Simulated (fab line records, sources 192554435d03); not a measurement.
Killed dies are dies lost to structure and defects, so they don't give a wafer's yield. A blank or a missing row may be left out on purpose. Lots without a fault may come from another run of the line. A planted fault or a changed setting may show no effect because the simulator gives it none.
fab line records | flow n5_finfet
record lots=7 wafers=14 last_day=17
route steps=1938 shown BEOL_M3@938 BEOL_M4@1111
lots that met no fault: from a run of the same line without faults
start_h: hours from the record's first day to the start of the lot's first wafer shown | wait_h: hours since the lot's step before | " the same as in the row above | L1.1+2: a row that stands for several wafers | - no value, or no start given | * or withheld: withheld | < > ~ a bound
route shown NAME@n: a module of which the file shows steps, and the number in the route of the first | usual: mean/standard deviation of fault-free wafers | same: alike in all rows | chamber/n: place in a boat | sites: the reading at each site | _std_site: their standard deviation | _edge_site: outer sites' mean less inner sites' | radius_mm: how far each site lies from the wafer's centre | mask NAME#n: copy n | behind: the tool/chamber that last shaped the wafer | hold: why the lot was held/for how many hours/how that ended | device: the transistor (n, p or np) that didn't switch | end of line: the same wafers' tests at the end of the route | a step without rows: its recipe alone | killed: dies lost to structure and defects at the first sort, not the wafer's yield | map: a wafer's dies, x killed, . not, _ none there
set.NAME: the setting as run; set.NAME@STEP: as run at that earlier step | model.NAME: the simulator's own value behind a step, which no gauge read
lots at some steps of the route; a table a step, a row a wafer
services: from which hour (start_h, from the record's first day; less than 0 if before it) a tool's chamber was out of use, for how many hours, and why
## steps
# step N5_BEOL_M3_COAT_05
# recipe resist=CAR-EUV spin_rpm=1500 resist_thk_nm=30
# step N5_BEOL_M3_EBR_07
# recipe solvent=PGMEA ebr_width_mm=1.5
# step N5_BEOL_M3_SOFTBAKE_06
# recipe temp_c=110 time_s=60 resist=CAR-EUV
# step N5_BEOL_M3_EXPOSE_08
# recipe mask_id=M3 na=0.33 source_shape=dipole sigma_inner=0.369 sigma_outer=0.767 polarization=unpolarized dose_mj=33
# step N5_BEOL_M3_PEB_09
# recipe peb_temp_c=100 peb_time_s=60 resist=CAR-EUV
# step N5_BEOL_M3_DEVELOP_10
# recipe develop_time_s=30 developer=TMAH resist=CAR-EUV rinse_liquid=surfactant_rinse dry=air_spin dev_temp_c=23
# step N5_BEOL_M3_CD_MEAS_11
# recipe target_cd_nm=17.05 landing_energy_ev=500 detector=se_inlens polarity=opening
# usual cd_nm=16.96/0.26
# columns lot.wafer tool chamber start_h wait_h cd_nm
L927.3 cd_sem-01 0 162.81 - 16.90
L927.4 " 0 " " 16.73
L927.6 " 0 " " 16.89
L928.3 cd_sem-03 0 171.99 - 17.01
L928.5 " 0 " " 16.71
L928.6 " 0 " " 16.60
L930.1 cd_sem-01 0 200.29 - 17.22
L931.3 cd_sem-01 0 209.11 - 17.03
L932.3 cd_sem-02 0 209.73 - 16.73
L935.3 cd_sem-02 0 218.63 - 16.74
L935.5 " 0 " " 16.94
L935.6 " 0 " " 17.14
L944.3 cd_sem-03 0 268.71 - 17.21
L944.4 " 0 " " 17.39
# step N5_BEOL_M3_OVL_MEAS_12
# recipe points_per_wafer=522
# usual M3_OVL=-0.2/0.58
# columns lot.wafer tool chamber start_h wait_h M3_OVL[nm]
L927.3 overlay-02 0 162.85 0.0 0.0
L927.4 " 0 " " -0.4
L927.6 " 0 " " -0.6
L928.3 overlay-01 0 172.03 0.0 -0.7
L928.5 " 0 " " -1.0
L928.6 " 0 " " -1.1
L930.1 overlay-02 0 200.32 0.0 -0.7
L931.3 overlay-02 0 209.15 0.0 -0.1
L932.3 overlay-01 0 209.77 0.0 -0.3
L935.3 overlay-01 0 218.67 0.0 -0.6
L935.5 " 0 " " -1.2
L935.6 " 0 " " -0.3
L944.3 overlay-01 0 268.75 0.0 0.5
L944.4 " 0 " " 0.0
# step N5_BEOL_M3_INSPECT_13
# recipe mode=adi inspect_instrument=brightfield
# usual raw_defect_count=417/90
# columns lot.wafer tool chamber start_h wait_h raw_defect_count
L927.3 defect_inspect-02 - 162.90 0.0 268
L927.4 " - " " 419
L927.6 " - " " 264
L928.3 defect_inspect-02 - 172.08 0.0 294
L928.5 " - " " 416
L928.6 " - " " 509
L930.1 defect_inspect-01 - 200.37 0.1 389
L931.3 defect_inspect-02 - 209.20 0.0 389
L932.3 defect_inspect-01 - 209.82 0.0 335
L935.3 defect_inspect-02 - 218.72 0.0 469
L935.5 " - " " 495
L935.6 " - " " 345
L944.3 defect_inspect-02 - 268.80 0.0 339
L944.4 " - " " 350
# step N5_BEOL_M3_DESCUM_16
# recipe chemistry=O2 time_s=7 source_power_w=50 bias_power_w=20 pressure_mtorr=20 rf_frequency_hz=2.712e+07 temp_c=40 resist=CAR-EUV o2_flow_sccm=225
# usual drypump_motor_current_A=5.7/0.4 oes_product_au=0.78/0.081 rf_vpp_V=243.5/1.5 showerhead_plenum_p_Torr=2.11/0.093 throttle_valve_pct=20.51/0.27
# columns lot.wafer tool chamber start_h wait_h drypump_motor_current_A oes_product_au rf_hours_counter_h rf_vpp_V showerhead_plenum_p_Torr throttle_valve_pct
L927.3 rie_diel-06 3 162.93 0.0 5.6 0.85 55 245.8 2.21 20.25
L927.4 " 2 " " 5.9 0.94 2 245.0 2.14 20.05
L927.6 " 1 " " 5.0 0.91 - 246.1 2.24 19.95
L928.3 rie_diel-04 0 172.17 0.1 6.3 0.85 41 244.1 2.13 20.68
L928.5 " 2 " " 5.6 0.70 - 242.6 1.97 20.57
L928.6 " 3 " " 5.9 0.71 - 246.2 2.19 20.94
L930.1 rie_diel-04 0 200.55 0.2 6.2 0.83 50 245.3 2.13 20.68
L931.3 rie_diel-04 0 209.23 0.0 6.3 0.84 53 243.2 2.12 20.70
L932.3 rie_diel-04 0 209.88 0.1 6.3 0.84 53 243.1 2.12 20.70
L935.3 rie_diel-05 1 218.75 0.0 5.5 0.76 146 243.1 1.98 20.33
L935.5 " 0 " " 5.9 0.88 - 244.0 2.06 20.45
L935.6 " 3 " " 5.2 0.71 - 242.9 1.97 20.55
L944.3 rie_diel-06 3 268.83 0.0 5.5 0.82 83 244.6 2.20 20.30
L944.4 " 2 " " 5.9 0.87 32 244.5 2.13 20.09
# step N5_BEOL_M3_ETCH_74
# recipe chemistry=N2/H2 target=underlayer target_depth_a=65 mask_material=CAR-EUV time_s=5.2 ion_energy_ev=200 pressure_mtorr=30 source_w=840 bias_w=150 n2_flow_sccm=200 h2_flow_sccm=200 ends=cleared
# usual drypump_motor_current_A=5.7/0.4 etch_rf_on_time_s=5.21/0.095 oes_product_au=0.66/0.069 rf_vpp_V=524/3.1 showerhead_plenum_p_Torr=2.56/0.1 throttle_valve_pct=17.92/0.26
# columns lot.wafer tool chamber start_h wait_h drypump_motor_current_A etch_rf_on_time_s oes_product_au rf_hours_counter_h rf_vpp_V showerhead_plenum_p_Torr throttle_valve_pct
L927.3 rie_diel-06 3 162.97 0.0 5.6 5.29 0.72 55 528 2.70 17.70
L927.4 " 2 " " 5.9 5.14 0.79 2 527 2.60 17.55
L927.6 " 1 " " 5.0 5.08 0.78 - 528 2.70 17.24
L928.3 rie_diel-04 0 172.21 0.0 6.3 5.22 0.73 41 525 2.57 17.98
L928.5 " 2 " " 5.7 5.22 0.59 - 522 2.42 18.13
L928.6 " 3 " " 5.8 5.08 0.62 - 527 2.62 18.11
L930.1 rie_diel-04 0 200.58 0.0 6.3 5.19 0.70 50 524 2.57 17.98
L931.3 rie_diel-04 0 209.26 0.0 6.3 5.13 0.72 53 526 2.57 18.02
L932.3 rie_diel-04 0 209.91 0.0 6.3 5.16 0.72 53 525 2.57 18.00
L935.3 rie_diel-05 1 218.79 0.0 5.5 5.30 0.64 146 521 2.46 18.09
L935.5 " 0 " " 5.9 5.18 0.76 - 521 2.49 17.76
L935.6 " 3 " " 5.2 5.21 0.60 - 518 2.40 18.01
L944.3 rie_diel-06 3 268.86 0.0 5.6 5.38 0.69 83 526 2.68 17.75
L944.4 " 2 " " 5.8 5.13 0.74 32 529 2.58 17.61
# step N5_BEOL_M3_ETCH_63
# recipe chemistry=CF4 target=SiARC target_depth_a=156 mask_material=CAR-EUV time_s=26 ion_energy_ev=80 pressure_mtorr=40 source_w=545 bias_w=36 Ar_flow_sccm=100 cf4_flow_sccm=100 ends=cleared
# step N5_BEOL_M3_ETCH_64
# recipe chemistry=N2/H2 target=SOC target_depth_a=750 overetch_a=150 mask_material=SiARC temp_c=40 time_s=112.5 ion_energy_ev=200 pressure_mtorr=30 source_w=840 bias_w=150 n2_flow_sccm=200 h2_flow_sccm=200
# usual drypump_motor_current_A=5.7/0.4 oes_product_au=0.62/0.061 rf_vpp_V=524.4/2.8 showerhead_plenum_p_Torr=2.56/0.1 throttle_valve_pct=17.89/0.26
# columns lot.wafer tool chamber start_h wait_h drypump_motor_current_A oes_product_au rf_hours_counter_h rf_vpp_V showerhead_plenum_p_Torr throttle_valve_pct
L927.3 rie_diel-06 3 163.01 0.0 5.6 0.68 55 526.4 2.69 17.67
L927.4 " 2 " " 5.8 0.74 2 525.7 2.60 17.51
L927.6 " 1 " " 5.0 0.73 - 528.2 2.70 17.20
L928.3 rie_diel-04 0 172.25 0.0 6.3 0.67 41 524.2 2.57 17.96
L928.5 " 2 " " 5.6 0.56 - 519.2 2.42 18.07
L928.6 " 3 " " 5.9 0.57 - 525.7 2.62 18.05
L930.1 rie_diel-04 0 200.63 0.0 6.3 0.67 50 524.6 2.57 17.95
L931.3 rie_diel-04 0 209.31 0.0 6.3 0.66 53 525.2 2.57 17.96
L932.3 rie_diel-04 0 209.96 0.0 6.3 0.66 53 524.8 2.57 17.95
L935.3 rie_diel-05 1 218.83 0.0 5.5 0.60 146 520.6 2.46 18.05
L935.5 " 0 " " 5.9 0.69 - 521.1 2.49 17.71
L935.6 " 3 " " 5.2 0.56 - 519.9 2.40 17.97
L944.3 rie_diel-06 3 268.91 0.0 5.6 0.65 83 527.9 2.68 17.72
L944.4 " 2 " " 5.9 0.68 32 524.8 2.58 17.55
# step N5_BEOL_M3_STRIP_65
# recipe chemistry=N2/H2 temp_c=40 n2_flow_sccm=200 h2_flow_sccm=200 rf_frequency_hz=6e+07
# step N5_BEOL_M3_STRIP_75
# recipe chemistry=N2/H2 temp_c=40 n2_flow_sccm=200 h2_flow_sccm=200 rf_frequency_hz=6e+07
# step N5_BEOL_M3_STRIP_66
# recipe chemistry=CF4 resist=SiARC power_w=300 bias_power_w=75 pressure_mtorr=50 cf4_flow_sccm=150 rf_frequency_hz=6e+07
# step N5_BEOL_M3_HM_OPEN_17
# recipe chemistry=Cl2/BCl3 target_depth_a=200 overetch_a=60 target=TiN mask_material=SOC ion_energy_ev=150 pressure_mtorr=10 icp_w=1000 bias_w=126 Cl2_flow_sccm=53.25 bcl3_flow_sccm=21.75 Ar_flow_sccm=25
# usual drypump_motor_current_A=6.0/0.52 oes_product_au=0.65/0.063 throttle_valve_pct=22.21/0.21
# columns lot.wafer tool chamber start_h wait_h drypump_motor_current_A oes_product_au rf_hours_counter_h throttle_valve_pct
L927.3 rie_metal-01 0 163.21 0.1 4.9 0.61 - 22.04
L927.4 " 1 " " 5.9 0.54 - 22.31
L927.6 " 1 " " 5.9 0.54 - 22.32
L928.3 rie_metal-01 0 172.45 0.1 4.9 0.61 - 22.03
L928.5 " 1 " " 5.9 0.54 - 22.31
L928.6 " 0 " " 4.9 0.61 - 22.04
L930.1 rie_metal-03 1 200.79 0.0 6.7 0.71 27 22.20
L931.3 rie_metal-02 1 209.54 0.1 6.1 0.65 - 21.98
L932.3 rie_metal-02 1 210.19 0.1 6.0 0.66 - 21.96
L935.3 rie_metal-03 1 219.03 0.1 6.7 0.71 - 22.19
L935.5 " 1 " " 6.7 0.70 - 22.19
L935.6 " 0 " " 5.8 0.68 - 22.54
L944.3 rie_metal-01 1 269.11 0.1 5.9 0.52 - 22.36
L944.4 " 0 " " 4.9 0.60 - 22.05
# step N5_BEOL_M3_STRIP_19
# recipe chemistry=O2 power_w=400 temp_c=40 pressure_mtorr=30 rf_frequency_hz=6e+07 bias_power_w=0 overash_fraction=0.2 o2_flow_sccm=225
# usual drypump_motor_current_A=5.6/0.4 oes_product_au=0.80/0.08 rf_vpp_V=3.6/0.48 showerhead_plenum_p_Torr=2.13/0.091 throttle_valve_pct=16.70/0.29
# columns lot.wafer tool chamber start_h wait_h drypump_motor_current_A oes_product_au rf_hours_counter_h rf_vpp_V showerhead_plenum_p_Torr throttle_valve_pct
L927.3 rie_diel-04 3 163.51 0.3 5.8 0.71 179 3.9 2.19 17.15
L927.4 " 0 " " 6.3 0.86 39 3.1 2.13 16.88
L927.6 " 2 " " 5.7 0.70 - 4.0 1.98 16.88
L928.3 rie_diel-06 3 172.53 0.1 5.6 0.85 57 3.7 2.21 16.47
L928.5 " 0 " " 5.9 0.91 - 3.4 2.21 16.64
L928.6 " 3 " " 5.6 0.86 - 4.1 2.21 16.46
L930.1 rie_diel-05 2 200.90 0.1 4.9 0.78 114 4.7 2.11 16.93
L931.3 rie_diel-04 1 209.84 0.3 6.0 0.72 221 4.3 2.18 16.83
L932.3 rie_diel-06 0 210.33 0.1 5.9 0.89 31 3.8 2.21 16.68
L935.3 rie_diel-05 0 219.11 0.1 5.9 0.88 45 3.0 2.06 16.62
L935.5 " 3 " " 5.2 0.71 - 3.5 1.98 16.81
L935.6 " 0 " " 5.8 0.88 - 4.0 2.06 16.65
L944.3 rie_diel-04 0 269.19 0.1 6.2 0.82 68 3.7 2.12 16.93
L944.4 " 3 " " 5.9 0.68 207 2.9 2.18 17.19
# step N5_BEOL_M3_CD_MEAS_18
# recipe pitch_nm=36 target_cd_nm=18
# usual cd_nm=17.9/0.33
# columns lot.wafer tool chamber start_h wait_h cd_nm
L927.3 cd_sem-01 - 163.59 0.1 17.7
L927.4 " - " " 17.8
L927.6 " - " " 17.7
L928.3 cd_sem-02 - 172.60 0.1 18.2
L928.5 " - " " 17.3
L928.6 " - " " 17.5
L930.1 cd_sem-02 - 200.97 0.0 17.6
L931.3 cd_sem-01 - 209.91 0.1 17.5
L932.3 cd_sem-02 - 210.41 0.1 17.8
L935.3 cd_sem-01 - 219.19 0.1 17.8
L935.5 " - " " 18.0
L935.6 " - " " 17.9
L944.3 cd_sem-02 - 269.26 0.1 18.1
L944.4 " - " " 18.7
# step N5_BEOL_M3_COAT_67
# recipe resist=SOC temp_c=250 time_s=60 spin_rpm=1500 resist_thk_nm=60
# step N5_BEOL_M3_COAT_68
# recipe resist=SiARC temp_c=220 time_s=60 spin_rpm=1500 resist_thk_nm=12
# step N5_BEOL_M3_COAT_76
# recipe resist=underlayer temp_c=205 time_s=60 spin_rpm=1500 resist_thk_nm=5
# step N5_BEOL_M3_COAT_22
# recipe resist=CAR-EUV spin_rpm=1500 resist_thk_nm=30
# step N5_BEOL_M3_EBR_24
# recipe solvent=PGMEA ebr_width_mm=1.5
# step N5_BEOL_M3_SOFTBAKE_23
# recipe temp_c=110 time_s=60 resist=CAR-EUV
# step N5_BEOL_M3_EXPOSE_25
# recipe mask_id=V2 na=0.33 source_shape=quasar sigma_inner=0.2 sigma_outer=0.8 polarization=unpolarized defocus_nm=5 dose_mj=63
# step N5_BEOL_M3_PEB_26
# recipe peb_temp_c=100 peb_time_s=60 resist=CAR-EUV
# step N5_BEOL_M3_DEVELOP_27
# recipe develop_time_s=30 developer=TMAH resist=CAR-EUV rinse_liquid=surfactant_rinse dry=air_spin dev_temp_c=23
# step N5_BEOL_M3_CD_MEAS_28
# recipe target_cd_nm=25.7 landing_energy_ev=500 detector=se_inlens target_cd_y_nm=23.3 polarity=opening
# usual cd_nm=25.60/0.22
# columns lot.wafer tool chamber start_h wait_h cd_nm
L927.3 cd_sem-01 0 163.90 - 25.33
L927.4 " 0 " " 25.63
L927.6 " 0 " " 25.78
L928.3 cd_sem-02 0 173.05 - 25.37
L928.5 " 0 " " 25.55
L928.6 " 0 " " 25.74
L930.1 cd_sem-02 0 201.30 - 25.44
L931.3 cd_sem-01 0 210.35 - 25.44
L932.3 cd_sem-01 0 210.73 - 25.67
L935.3 cd_sem-01 0 219.63 - 25.83
L935.5 " 0 " " 25.87
L935.6 " 0 " " 25.24
L944.3 cd_sem-03 0 269.71 - 25.28
L944.4 " 0 " " 25.64
# step N5_BEOL_M3_OVL_MEAS_29
# recipe points_per_wafer=522
# usual V2_OVL=0.2/0.7
# columns lot.wafer tool chamber start_h wait_h V2_OVL[nm]
L927.3 overlay-02 0 163.94 0.0 -0.6
L927.4 " 0 " " 0.0
L927.6 " 0 " " -0.3
L928.3 overlay-01 0 173.09 0.0 0.9
L928.5 " 0 " " 1.3
L928.6 " 0 " " 0.5
L930.1 overlay-01 0 201.33 0.0 0.1
L931.3 overlay-01 0 210.39 0.0 -0.2
L932.3 overlay-02 0 210.77 0.0 0.1
L935.3 overlay-02 0 219.67 0.0 -0.2
L935.5 " 0 " " 0.3
L935.6 " 0 " " 0.4
L944.3 overlay-01 0 269.75 0.0 0.6
L944.4 " 0 " " 0.0
# step N5_BEOL_M3_INSPECT_30
# recipe mode=adi inspect_instrument=brightfield
# usual raw_defect_count=420/93
# columns lot.wafer tool chamber start_h wait_h raw_defect_count
L927.3 defect_inspect-01 - 163.99 0.0 265
L927.4 " - " " 445
L927.6 " - " " 266
L928.3 defect_inspect-01 - 173.13 0.0 292
L928.5 " - " " 415
L928.6 " - " " 511
L930.1 defect_inspect-02 - 201.39 0.1 753
L931.3 defect_inspect-01 - 210.44 0.0 773
L932.3 defect_inspect-01 - 210.82 0.0 736
L935.3 defect_inspect-02 - 219.72 0.0 501
L935.5 " - " " 510
L935.6 " - " " 339
L944.3 defect_inspect-01 - 269.79 0.0 327
L944.4 " - " " 348
# step N5_BEOL_M3_DESCUM_33
# recipe chemistry=O2 time_s=7 source_power_w=50 bias_power_w=20 pressure_mtorr=20 rf_frequency_hz=2.712e+07 temp_c=40 resist=CAR-EUV o2_flow_sccm=225
# usual drypump_motor_current_A=5.6/0.41 oes_product_au=0.78/0.079 rf_vpp_V=243.1/1.5 showerhead_plenum_p_Torr=2.09/0.091 throttle_valve_pct=20.50/0.25
# columns lot.wafer tool chamber start_h wait_h drypump_motor_current_A oes_product_au rf_hours_counter_h rf_vpp_V showerhead_plenum_p_Torr throttle_valve_pct
L927.3 rie_diel-06 2 164.02 0.0 5.9 0.94 3 244.8 2.14 20.03
L927.4 " 1 " " 5.0 0.91 11 245.9 2.23 19.93
L927.6 " 3 " " 5.6 0.86 - 243.4 2.21 20.25
L928.3 rie_diel-05 3 173.31 0.2 5.1 0.73 213 240.5 1.98 20.54
L928.5 " 1 " " 5.5 0.78 - 241.7 1.99 20.28
L928.6 " 0 " " 5.9 0.90 - 241.8 2.06 20.41
L930.1 rie_diel-04 1 201.42 0.0 6.0 0.71 218 243.1 2.18 20.54
L931.3 rie_diel-04 1 210.47 0.0 6.0 0.71 221 244.4 2.18 20.54
L932.3 rie_diel-04 0 210.90 0.1 6.3 0.85 53 241.9 2.12 20.70
L935.3 rie_diel-05 2 219.81 0.1 4.9 0.77 120 242.0 2.10 20.70
L935.5 " 3 " " 5.1 0.71 - 241.8 1.97 20.55
L935.6 " 0 " " 5.8 0.89 - 241.9 2.06 20.44
L944.3 rie_diel-05 2 269.83 0.0 4.9 0.76 133 242.4 2.10 20.74
L944.4 " 1 " " 5.5 0.76 158 242.6 1.98 20.35
# step N5_BEOL_M4_RC_MEAS_101
# usual DIBL_N=36.2/1.5 DIBL_P=36.4/2.1 IOFF_N=0.16/0.031 IOFF_P=0.21/0.037 ION_N=679/11 ION_P=465/7.7 SS_N=71.4/0.55 SS_P=73.2/0.63 VT_N=249/3.3 VT_P=-250/3.4
# columns lot.wafer tool chamber start_h wait_h DIBL_N[mV/V] DIBL_P[mV/V] IOFF_N[nA/um] IOFF_P[nA/um] ION_N[uA/um] ION_P[uA/um] SS_N[mV/dec] SS_P[mV/dec] VT_N[mV] VT_P[mV]
L927.3 prober-02 0 184.24 0.3 36.8 39.7 0.18 0.25 673 464 71.8 73.2 249 -249
L927.4 " 0 " " 33.4 35.8 0.12 0.19 670 460 71.2 72.1 251 -252
L927.6 " 0 " " 36.8 40.4 0.18 0.25 679 465 71.4 73.8 247 -247
L928.3 prober-01 0 194.38 0.3 34.3 33.6 0.15 0.21 678 467 70.9 73.4 250 -246
L928.5 " 0 " " 37.0 36.4 0.20 0.26 691 475 71.7 73.5 245 -244
L928.6 " 0 " " 35.7 35.1 0.17 0.23 691 470 71.2 73.9 248 -247
L930.1 prober-01 0 223.78 0.0 34.8 34.7 0.15 0.22 682 473 70.7 73.3 248 -245
L931.3 prober-02 0 224.60 0.3 35.8 38.1 0.16 0.19 686 464 72.0 74.0 248 -254
L932.3 prober-01 0 225.52 0.3 36.3 35.2 0.14 0.19 662 452 71.8 72.8 251 -253
L935.3 prober-02 0 236.32 0.3 36.8 40.0 0.19 0.25 700 479 71.0 73.4 243 -248
L935.5 " 0 " " 34.4 36.4 0.14 0.19 676 462 70.5 72.4 252 -252
L935.6 " 0 " " 35.8 38.3 0.17 0.22 688 469 70.6 73.2 249 -249
L944.3 prober-01 0 285.43 0.3 36.0 34.8 0.14 0.22 679 472 71.7 73.5 251 -248
L944.4 " 0 " " 36.5 35.7 0.16 0.23 668 464 71.0 73.4 252 -249
## services
# columns tool chamber start_h hours kind
rie_diel-06 2 142.38 - clean
rie_diel-06 2 142.38 - consumable_replace:focus_ring
rie_diel-06 2 142.38 12.8 scheduled_down
rie_diel-06 2 142.38 12.8 vent_cycle
rie_metal-02 0 175.69 26.6 repair
rie_metal-02 0 202.30 - clean
rie_metal-02 0 202.30 28.8 scheduled_down
rie_metal-02 0 202.30 28.8 vent_cycle
rie_metal-01 - 222.61 0.1 repair
rie_diel-06 1 231.72 4.9 repair
## key
first_sign step=N5_BEOL_M3_INSPECT_30 reading=raw_defect_count direction=up sigmas=3.6 usual=420 struck=754
effect none on later readings
met_at N5_BEOL_M3_ETCH_64
struck_wafers L930.1,L931.3,L932.3
rows_end L930.1,L931.3,L932.3
onset_between 172.25 200.63
also_fits N5_BEOL_M3_DESCUM_16:rie_diel-04,N5_BEOL_M3_ETCH_74:rie_diel-04
fault kind=chamber_particle_source tool=rie_diel-04 chamber=0 onset_h=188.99 steps=N5_BEOL_M3_ETCH_64 rate_per_visit_cm2=0.59521
# rows_end: these wafers met a further fault down the route, and their rows from its step on are left out
